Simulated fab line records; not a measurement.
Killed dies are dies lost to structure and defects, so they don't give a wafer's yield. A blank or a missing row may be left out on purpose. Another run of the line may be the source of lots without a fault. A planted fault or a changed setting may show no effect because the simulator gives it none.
Problem report, 8D (eight disciplines) form, completed by code -- flow nand harc -- the parts of the form that need people (team, actions taken, sign-off) are left out

## 1. THE PROBLEM
At NHARC_A_CHANNEL_HOLE_D2_CD_MEAS_10, cd nm averages 88.7 nm over 6 wafers from 2 lots, while fault-free wafers read 100.1 nm, standard deviation 0.54. That puts it -21 standard deviations away from the usual mean.
The step: target cd 100 nm.
The first sign was on wafer L109.1 at day 21 10:52, on cd sem-02. The record has a number at this step for 30 wafers belonging to 10 lots. Rule for "out", or "out of limits": more than 4 standard deviations from the usual mean. Any other wafer with a number is counted as sound.

## 2. WHAT IT IS, WHAT IT ISN'T
question,is,is not
which readings at this step,cd nm,-
which lots,"L109, L110","L100, L112, L113, L990, L992, L995, L996, L999"
which wafers of those lots,all that have a number,-
read on which gauges,"cd sem-02, cd sem-03",cd sem-01
when,from day 21 10:52,"up to then (18 sound wafers); but 6 sound wafers of L112, L113 came after"

## 3. SUSPECTS, AND WHAT RULES EACH OUT
Counting: any tool at a process step up to the reading is kept as a suspect provided that every lot that is out went through it and no sound lot did after the first of them.
- the gauge at NHARC_A_CHANNEL_HOLE_D2_CD_MEAS_10: ruled out. Those wafers that are out were read across 2 gauges (cd sem-02, cd sem-03).
- litho track-01 at NHARC_A_CHANNEL_HOLE_D2_PEB_08 (peb time 65 s): kept. All lots that are out passed through it, beginning with L109 at day 21 10:47, and no sound lot followed; its final sound lot before that point was L999 at day 16 23:04. Its own heater power total W readings are out on those wafers.
Left after counting: litho track-01 at NHARC_A_CHANNEL_HOLE_D2_PEB_08.

## 4. THE CAUSE (what the simulator had put in)
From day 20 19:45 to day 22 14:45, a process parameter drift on litho track-01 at NHARC_A_CHANNEL_HOLE_D2_PEB_08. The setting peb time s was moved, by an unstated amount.
This tool alone remained once counting was done.

## 5. THE CHAIN OF EFFECTS, in route order
Rows list readings where the struck wafers' mean (over those with a number) sits beyond 3 standard deviations from the usual. Only readings for which the record gives a usual standard deviation are gone through. hours: the time from each lot's start at the first step in this table that gives one to its start at this step, as a median over the lots. sigmas: the change in usual standard deviations.
hours,step,reading,usual,on struck wafers,change,sigmas
0,NHARC_A_CHANNEL_HOLE_D2_PEB_08,heater power total W,156.6 W,194.4,+37.8,+88
0,NHARC_A_CHANNEL_HOLE_D2_CD_MEAS_10,cd nm,100.1 nm,88.7,-11.4,-21
1,NHARC_A_CHANNEL_HOLE_D2_CD_MEAS_18,cd nm,99.0 nm,87.9,-11.1,-4.8
7,NHARC_A_CHANNEL_HOLE_D2_CD_MEAS_31,cd nm,89.2 nm,77.9,-11.3,-7.5
7,NHARC_A_CHANNEL_HOLE_D2_XSEM_32,bot cd nm,73.6 nm,61.7,-11.9,-6.6
It contains these process steps:
- NHARC_A_CHANNEL_HOLE_D2_PEB_08: peb time 65 s.
- NHARC_A_CHANNEL_HOLE_D2_XSEM_32
Later steps that measure or inspect, where all struck wafers having a row at the step show a number for every such reading and not one has moved that far: NHARC_END_SORT_01.

## 6. WHAT WOULD HAVE CAUGHT IT SOONER
Counted from the fault's start at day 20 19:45, it took 15 hours until the first out-of-limits reading at a measuring or inspecting step in this record, taken at day 21 10:52.
At NHARC_A_CHANNEL_HOLE_D2_PEB_08, the tool's own readings (heater power total W) were out on each struck wafer the step has a row for, so an alarm limit on them would have fired on the first such wafer.
Among the 2 lots that are out, L110 began NHARC_A_CHANNEL_HOLE_D2_PEB_08 on litho track-01 after day 21 10:52. A hold on the tool at that time would have spared it.
